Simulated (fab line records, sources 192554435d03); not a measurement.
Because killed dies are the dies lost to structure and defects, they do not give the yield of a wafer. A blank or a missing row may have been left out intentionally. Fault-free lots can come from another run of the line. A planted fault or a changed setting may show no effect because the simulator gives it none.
Matching of chambers	flow n5Finfet	rieDiel-03 running N5_BEOL_M11_DESCUM_33: 4 sister chambers
The step chemistry O2, time 7.9 s. 18 wafers are shown with their chamber, then 9 later ones without.

## WAFERS PAIRED WITH THEIR CHAMBERS
wafer	chamber	drypumpMotorCurrentA (A)	throttleValvePct (%)	showerheadPlenumPTorr (Torr)
L076.1	3	6.3	20.02	2.14
L076.2	0	6.2	20.53	2.16
L076.5	2	5.7	20.39	2.04
L080.1	1	5.7	20.49	2.14
L080.3	3	6.3	20.03	2.14
L080.4	2	5.7	20.40	2.04
L084.1	3	6.3	20.03	2.14
L084.3	0	6.2	20.55	2.15
L084.6	3	6.4	20.04	2.14
L086.3	3	6.3	20.05	2.14
L086.4	1	5.7	20.49	2.14
L086.5	1	5.7	20.50	2.14
L085.1	0	6.2	20.55	2.15
L085.3	3	6.3	20.04	2.14
L085.6	2	5.7	20.40	2.03
L088.1	3	6.3	20.06	2.13
L088.3	2	5.7	20.40	2.03
L088.6	2	5.7	20.40	2.03

SIGNATURES (averages over the wafers above)
reading	chamber 0	chamber 1	chamber 2	chamber 3	scatter within a chamber
drypumpMotorCurrentA	6.200	5.700	5.700	6.314	0.0247
throttleValvePct	20.5433	20.4933	20.3980	20.0386	0.0103
showerheadPlenumPTorr	2.1533	2.1400	2.0340	2.1386	0.00441
Rule: a wafer lies at a distance from a chamber equal to the root of the sum of squares, over the readings, of (its reading less the chamber's mean, divided by the reading's scatter). The wafer belongs to the nearest chamber; if the next one is less than 2 further off, it can't be placed. The scatter: the root of (the sum of the squares of (reading less its chamber's mean) over the shown wafers, divided by (wafers less chambers)).

## WAFERS WHOSE CHAMBER IS MISSING
wafer	drypumpMotorCurrentA (A)	throttleValvePct (%)	showerheadPlenumPTorr (Torr)
L091.1	5.8	20.52	2.13
L091.5	6.3	20.06	2.13
L091.6	6.2	20.57	2.15
L093.2	6.2	20.58	2.14
L093.4	5.7	20.43	2.03
L093.5	5.7	20.43	2.03
L097.4	5.7	20.43	2.03
L097.5	6.3	20.07	2.13
L097.6	5.7	20.43	2.03

## EACH ONE'S CHAMBER
wafer	from the rows above	in truth
L091.1	1	1
L091.5	3	3
L091.6	0	0
L093.2	0	0
L093.4	2	2
L093.5	2	2
L097.4	2	2
L097.5	3	3
L097.6	2	2
Placed correctly: 9 of 9. From these rows, 0 cannot be placed. Placed wrongly: 0.
